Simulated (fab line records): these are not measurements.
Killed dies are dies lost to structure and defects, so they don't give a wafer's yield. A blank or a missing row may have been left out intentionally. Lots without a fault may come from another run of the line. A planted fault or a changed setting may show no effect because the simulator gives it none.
fab line records -- flow nand_harc -- part 2 of 2: steps 15 to 15 of 15
record: lots: 7, wafers: 21, last_day: 25
route steps=1159 shown A_CONTACT@892 END@1159
lots untouched by any fault: they come from a run of this same line in which no faults occurred
start_h: hours from the record's opening day to when the first of the lot's shown wafers began -- wait_h: time in hours since the lot's previous step -- " the same as in the row above -- L1.1+2: one row covering several wafers at once -- - no value, or no start given -- * or withheld: withheld -- < > ~ a bound
route shown NAME@n: NAME is a module with steps in the file, n the number in the route of the first one -- usual: mean and standard deviation over wafers with no fault -- same: alike in all rows -- chamber/n: place in a boat -- sites: the reading at each site -- _std_site: the values' standard deviation -- _edge_site: inner sites' mean taken away from outer sites' mean -- radius_mm: for every site, how far away it sits from the centre of the wafer -- mask NAME#n: copy n -- behind: the last tool/chamber to shape the wafer -- hold: reason for holding the lot/hours on hold/outcome of the hold -- device: whichever transistor did not switch (one of n, p or np) -- end of line: the tests these same wafers got at the end of their route -- step lacking rows: just its recipe -- killed: not the wafer's yield, but the dies lost to structure and defects at the first sort -- map: per-die view of a wafer (x killed, . not killed, _ where there is no die)
set.NAME: the setting that was run; set.NAME@STEP: the one run at that earlier step -- model.NAME: the simulator's own value behind a step, which no gauge read
lots at selected steps of the route; one table per step, one row per wafer
services: when a tool's chamber went out of use (start_h, in hours from the record's first day, below 0 if earlier), for how many hours, and the reason
== steps ==
step: NHARC_END_SORT_01
recipe: temp_c: 25
usual: killed_at_array: 29/10, killed_at_other: 0.7/1.1, killed_at_periphery: 3.2/2.2, killed_dies: 33/11, killed_open: 3.5/1.8, killed_short: 2.0/1.4
same: gross_dies: 677
lot.wafer,tool,chamber,start_h,wait_h,killed_at_array,killed_at_other,killed_at_periphery,killed_dies,killed_open,killed_short
L349.2,prober-01,0,475.40,2.8,20,0,2,22,2,3
L349.3,prober-01,0,476.19,3.1,25,0,2,27,3,2
L349.4,prober-01,0,476.98,3.4,35,0,2,37,2,4
L359.2,prober-02,0,506.87,2.8,675,0,2,677,2,2
L359.3,prober-02,0,507.68,3.1,675,0,2,677,4,0
L359.4,prober-02,0,508.48,3.4,674,0,3,677,3,4
L357.3,prober-01,0,507.52,3.1,675,0,2,677,5,3
L357.4,prober-01,0,508.31,3.4,672,0,5,677,6,3
L357.6,prober-01,0,509.90,4.0,673,3,1,677,2,0
L358.2,prober-02,0,514.73,2.8,668,0,9,677,4,5
L358.3,prober-02,0,515.52,3.1,671,1,5,677,1,1
L358.5,prober-02,0,517.11,3.7,671,1,5,677,7,0
L364.2,prober-01,0,559.51,2.9,22,3,4,29,5,5
L364.5,prober-01,0,561.93,3.7,12,0,5,17,2,3
L364.6,prober-01,0,562.74,4.0,22,1,4,27,4,1
L369.1,prober-01,0,576.27,2.5,25,0,4,29,5,6
L369.2,prober-01,0,577.09,2.9,21,0,6,27,6,1
L369.5,prober-01,0,579.55,3.8,25,0,3,28,6,2
L370.3,prober-02,0,586.12,3.1,49,3,0,52,3,2
L370.5,prober-02,0,587.71,3.7,41,5,1,47,3,3
L370.6,prober-02,0,588.51,4.0,50,4,3,57,5,2
killed by level:class
L349.2 A_CHANNEL_HOLE_D1:chamber_film_flake=13 A_CONTACT:chamber_film_flake=2 P_CONTACT:geometric_particle:open=1 P_M0:geometric_particle:open=1 A_CHANNEL_HOLE_D1:geometric_particle:short=1 A_SGD_CUT:geometric_particle:short=1 A_WL_FILL:geometric_particle:short=1 A_CHANNEL_FILL_D1:chamber_film_flake=1
L349.3 A_CHANNEL_HOLE_D1:chamber_film_flake=15 A_STAIRCASE:chamber_film_flake=3 A_CONTACT:chamber_film_flake=2 P_M2:geometric_particle:open=1 A_CHANNEL_FILL_D1:geometric_particle:short=1 A_SGD_CUT:geometric_particle:short=1 A_WL_FILL:geometric_particle:open=1 A_CONTACT:geometric_particle:open=1
L349.4 A_CHANNEL_HOLE_D1:chamber_film_flake=17 A_STAIRCASE:chamber_film_flake=5 A_CONTACT:chamber_film_flake=4 A_WL_FILL:chamber_film_flake=2 P_CONTACT:geometric_particle:open=1 A_SOURCE_PLATE:geometric_particle:short=1 A_ONON_D1:geometric_particle:short=1 A_CHANNEL_HOLE_D1:geometric_particle:open=1
L359.2 A_CONTACT:area_etch=635 A_CHANNEL_HOLE_D1:chamber_film_flake=15 A_SLIT:chamber_film_flake=15 A_STAIRCASE:chamber_film_flake=5 P_M0:geometric_particle:short=1 A_ONON_D1:geometric_particle:short=1 A_ONON_D1:geometric_particle:open=1 A_CONTACT:geometric_particle:open=1
L357.3 A_CONTACT:area_etch=647 A_CHANNEL_HOLE_D1:chamber_film_flake=19 A_CONTACT:chamber_film_flake=2 P_CONTACT:geometric_particle:short=1 P_CONTACT:geometric_particle:open=1 A_SOURCE_PLATE:geometric_particle:open=1 A_CHANNEL_FILL_D1:geometric_particle:open=1 A_SGD_CUT:geometric_particle:open=1
L359.3 A_CONTACT:area_etch=630 A_CHANNEL_HOLE_D1:chamber_film_flake=16 A_SLIT:chamber_film_flake=16 A_STAIRCASE:chamber_film_flake=5 A_CONTACT:chamber_film_flake=3 A_M0:geometric_particle:open=2 P_M2:chamber_film_flake=2 A_ONON_D1:geometric_particle:open=1
L357.4 A_CONTACT:area_etch=645 A_CHANNEL_HOLE_D1:chamber_film_flake=14 A_SLIT:chamber_film_flake=3 P_GATE:geometric_particle:open=2 P_ZERO_WELL:chamber_film_flake=2 A_STAIRCASE:chamber_film_flake=2 A_SOURCE_PLATE:geometric_particle:open=1 A_ONON_D1:geometric_particle:short=1
L359.4 A_CONTACT:area_etch=635 A_CHANNEL_HOLE_D1:chamber_film_flake=16 A_SLIT:chamber_film_flake=9 A_STAIRCASE:chamber_film_flake=7 A_ONON_D1:geometric_particle:short=2 A_CHANNEL_FILL_D1:geometric_particle:short=2 P_M0:geometric_particle:open=1 A_M0:geometric_particle:open=1
L357.6 A_CONTACT:area_etch=655 A_CHANNEL_HOLE_D1:chamber_film_flake=11 A_STAIRCASE:chamber_film_flake=3 A_CONTACT:chamber_film_flake=2 THIN_TSV:chamber_film_flake=2 A_CHANNEL_FILL_D1:geometric_particle:open=1 P_GATE:chamber_film_flake=1 STARTING-WAFER:geometric_particle:open=1
L358.2 A_CONTACT:area_etch=627 A_CHANNEL_HOLE_D1:chamber_film_flake=17 A_SLIT:chamber_film_flake=8 A_STAIRCASE:chamber_film_flake=5 A_CONTACT:chamber_film_flake=5 P_M2:chamber_film_flake=4 A_CONTACT:geometric_particle:short=2 P_GATE:chamber_film_flake=2
L358.3 A_CONTACT:area_etch=630 A_CHANNEL_HOLE_D1:chamber_film_flake=18 A_SLIT:chamber_film_flake=14 A_STAIRCASE:chamber_film_flake=6 P_M2:chamber_film_flake=3 P_GATE:chamber_film_flake=2 A_ONON_D1:geometric_particle:short=1 A_SLIT:geometric_particle:open=1
L358.5 A_CONTACT:area_etch=641 A_CHANNEL_HOLE_D1:chamber_film_flake=15 A_STAIRCASE:chamber_film_flake=4 A_ONON_D1:geometric_particle:open=3 P_M2:chamber_film_flake=3 A_CONTACT:geometric_particle:open=2 A_SLIT:chamber_film_flake=2 A_CONTACT:chamber_film_flake=2
L364.2 A_CHANNEL_HOLE_D1:chamber_film_flake=7 A_CONTACT:chamber_film_flake=6 THIN_TSV:chamber_film_flake=3 A_SOURCE_PLATE:geometric_particle:open=2 P_ZERO_WELL:chamber_film_flake=2 P_CONTACT:geometric_particle:short=1 P_CONTACT:geometric_particle:open=1 A_SOURCE_PLATE:geometric_particle:short=1
L364.5 A_CHANNEL_HOLE_D1:chamber_film_flake=5 P_ZERO_WELL:chamber_film_flake=3 A_CONTACT:chamber_film_flake=3 P_BONDPAD:geometric_particle:open=1 A_SOURCE_PLATE:geometric_particle:short=1 A_SGD_CUT:geometric_particle:short=1 A_CONTACT:geometric_particle:open=1 A_CONTACT:geometric_particle:short=1
L364.6 A_CHANNEL_HOLE_D1:chamber_film_flake=11 A_CONTACT:chamber_film_flake=8 A_SOURCE_PLATE:geometric_particle:open=2 P_STI:geometric_particle:open=1 P_GATE:geometric_particle:short=1 P_M0:geometric_particle:open=1 P_ZERO_WELL:chamber_film_flake=1 A_STAIRCASE:chamber_film_flake=1
L369.1 A_CHANNEL_HOLE_D1:chamber_film_flake=9 A_ONON_D1:geometric_particle:short=3 A_CONTACT:geometric_particle:open=3 P_GATE:chamber_film_flake=2 A_ZERO_WELL:chamber_film_flake=2 A_M1:chamber_film_flake=2 P_M1:geometric_particle:open=1 A_ONON_D1:geometric_particle:open=1
L369.2 A_CHANNEL_HOLE_D1:chamber_film_flake=8 A_M1:chamber_film_flake=4 A_CONTACT:geometric_particle:open=2 P_ZERO_WELL:chamber_film_flake=2 P_M1:chamber_film_flake=2 A_WL_FILL:chamber_film_flake=2 P_GATE:geometric_particle:open=1 A_ONON_D1:geometric_particle:short=1
L369.5 A_CHANNEL_HOLE_D1:chamber_film_flake=7 A_WL_FILL:chamber_film_flake=4 A_STAIRCASE:chamber_film_flake=3 A_M0:geometric_particle:open=2 A_SGD_CUT:chamber_film_flake=2 A_M1:chamber_film_flake=2 P_CONTACT:geometric_particle:short=1 P_CONTACT:geometric_particle:open=1
L370.3 A_SLIT:chamber_film_flake=18 A_CHANNEL_HOLE_D1:chamber_film_flake=10 A_CONTACT:chamber_film_flake=5 A_BONDPAD:chamber_film_flake=4 A_STAIRCASE:chamber_film_flake=3 A_WL_FILL:chamber_film_flake=2 THIN_TSV:chamber_film_flake=2 A_SOURCE_PLATE:geometric_particle:short=1
L370.5 A_CHANNEL_HOLE_D1:chamber_film_flake=13 A_SLIT:chamber_film_flake=13 A_CONTACT:chamber_film_flake=5 THIN_TSV:chamber_film_flake=5 A_BONDPAD:chamber_film_flake=3 P_M2:geometric_particle:open=1 A_ONON_D1:geometric_particle:short=1 A_WL_FILL:geometric_particle:short=1
L370.6 A_SLIT:chamber_film_flake=24 A_CHANNEL_HOLE_D1:chamber_film_flake=6 A_CONTACT:chamber_film_flake=6 A_BONDPAD:chamber_film_flake=4 THIN_TSV:chamber_film_flake=4 A_CONTACT:geometric_particle:open=3 A_ZERO_WELL:chamber_film_flake=2 A_STAIRCASE:chamber_film_flake=2
map L357.3 (x killed, . not)
____________x____________
_________xxxxxxx_________
_______xxxxxxxxxxx_______
______xxxxxxxxxxxxx______
_____xxxxxxxxxxxxxxx_____
____xxxxxxxxxxxxxxxxx____
____xxxxxxxxxxxxxxxxx____
___xxxxxxxxxxxxxxxxxxx___
___xxxxxxxxxxxxxxxxxxx___
__xxxxxxxxxxxxxxxxxxxxx__
__xxxxxxxxxxxxxxxxxxxxx__
_xxxxxxxxxxxxxxxxxxxxxxx_
_xxxxxxxxxxxxxxxxxxxxxxx_
_xxxxxxxxxxxxxxxxxxxxxxx_
_xxxxxxxxxxxxxxxxxxxxxxx_
_xxxxxxxxxxxxxxxxxxxxxxx_
xxxxxxxxxxxxxxxxxxxxxxxxx
xxxxxxxxxxxxxxxxxxxxxxxxx
xxxxxxxxxxxxxxxxxxxxxxxxx
xxxxxxxxxxxxxxxxxxxxxxxxx
xxxxxxxxxxxxxxxxxxxxxxxxx
_xxxxxxxxxxxxxxxxxxxxxxx_
_xxxxxxxxxxxxxxxxxxxxxxx_
_xxxxxxxxxxxxxxxxxxxxxxx_
_xxxxxxxxxxxxxxxxxxxxxxx_
_xxxxxxxxxxxxxxxxxxxxxxx_
__xxxxxxxxxxxxxxxxxxxxx__
__xxxxxxxxxxxxxxxxxxxxx__
___xxxxxxxxxxxxxxxxxxx___
___xxxxxxxxxxxxxxxxxxx___
____xxxxxxxxxxxxxxxxx____
____xxxxxxxxxxxxxxxxx____
_____xxxxxxxxxxxxxxx_____
______xxxxxxxxxxxxx______
_______xxxxxxxxxxx_______
_________xxxxxxx_________
____________x____________
map L358.2 (x killed, . not)
____________x____________
_________xxxxxxx_________
_______xxxxxxxxxxx_______
______xxxxxxxxxxxxx______
_____xxxxxxxxxxxxxxx_____
____xxxxxxxxxxxxxxxxx____
____xxxxxxxxxxxxxxxxx____
___xxxxxxxxxxxxxxxxxxx___
___xxxxxxxxxxxxxxxxxxx___
__xxxxxxxxxxxxxxxxxxxxx__
__xxxxxxxxxxxxxxxxxxxxx__
_xxxxxxxxxxxxxxxxxxxxxxx_
_xxxxxxxxxxxxxxxxxxxxxxx_
_xxxxxxxxxxxxxxxxxxxxxxx_
_xxxxxxxxxxxxxxxxxxxxxxx_
_xxxxxxxxxxxxxxxxxxxxxxx_
xxxxxxxxxxxxxxxxxxxxxxxxx
xxxxxxxxxxxxxxxxxxxxxxxxx
xxxxxxxxxxxxxxxxxxxxxxxxx
xxxxxxxxxxxxxxxxxxxxxxxxx
xxxxxxxxxxxxxxxxxxxxxxxxx
_xxxxxxxxxxxxxxxxxxxxxxx_
_xxxxxxxxxxxxxxxxxxxxxxx_
_xxxxxxxxxxxxxxxxxxxxxxx_
_xxxxxxxxxxxxxxxxxxxxxxx_
_xxxxxxxxxxxxxxxxxxxxxxx_
__xxxxxxxxxxxxxxxxxxxxx__
__xxxxxxxxxxxxxxxxxxxxx__
___xxxxxxxxxxxxxxxxxxx___
___xxxxxxxxxxxxxxxxxxx___
____xxxxxxxxxxxxxxxxx____
____xxxxxxxxxxxxxxxxx____
_____xxxxxxxxxxxxxxx_____
______xxxxxxxxxxxxx______
_______xxxxxxxxxxx_______
_________xxxxxxx_________
____________x____________
== services ==
tool,chamber,start_h,hours,kind
rie_diel-13,0,383.23,-,clean
rie_diel-13,1,383.23,-,clean
rie_diel-13,2,383.23,-,clean
rie_diel-13,3,383.23,-,clean
rie_diel-01,1,385.95,10.3,repair
rie_diel-13,2,401.11,8.7,repair
rie_diel-13,0,407.97,-,clean
rie_diel-13,1,407.97,-,clean
rie_diel-13,3,407.97,-,clean
har_cap_etch-03,-,429.71,0.7,repair
rie_diel-13,0,432.47,-,clean
rie_diel-13,1,432.47,-,clean
rie_diel-13,2,432.47,-,clean
rie_diel-13,3,432.47,-,clean
rie_diel-13,-,453.26,9.0,pm
rie_diel-13,0,453.26,9.0,vent_cycle
rie_diel-13,1,453.26,9.0,vent_cycle
rie_diel-13,2,453.26,9.0,vent_cycle
rie_diel-13,3,453.26,9.0,vent_cycle
rie_diel-13,0,462.26,-,clean
rie_diel-13,1,462.26,-,clean
har_cap_etch-02,-,472.27,0.2,repair
rie_diel-01,-,491.93,9.0,pm
har_cap_etch-02,-,504.24,2.4,repair
== key ==
first_sign: step: NHARC_A_CONTACT_ETCH_124, reading: tool_record, direction: missing
effect: step: NHARC_END_SORT_01, reading: killed_at_array, direction: up, sigmas: 63, usual: 29, struck: 673
more_kills_born_at: NHARC_A_CONTACT_ETCH_124@har_cap_etch-01: 3845, NHARC_A_CONTACT_ETCH_124@har_cap_etch-03: 1900
met_at NHARC_A_CONTACT_ETCH_124
struck_wafers L357.3,L357.4,L357.6,L358.2,L358.3,L358.5,L359.2,L359.3,L359.4
later_rows_left_out L357.3,L357.4,L357.6,L358.2,L358.3,L358.5,L359.2,L359.3,L359.4
tester_left_out L357,L358,L359
onset_between 395.14 443.00
fault: kind: skipped_step_whole, tool: har_cap_etch-01,har_cap_etch-03, chamber: -, onset_h: 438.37, steps: NHARC_A_CONTACT_ETCH_124, scope: struck_lots_only
tester_left_out: of these lots the tester's yield and bins aren't shown, on N5 and GAA mostly nor the transistor test; their killed dies are dies lost to structure and defects alone, not to doping, threshold or leakage, so they don't give the yield
later_rows_left_out: the simulator's readings of these wafers behind a module that went badly wrong aren't trusted and aren't shown, but for the sort
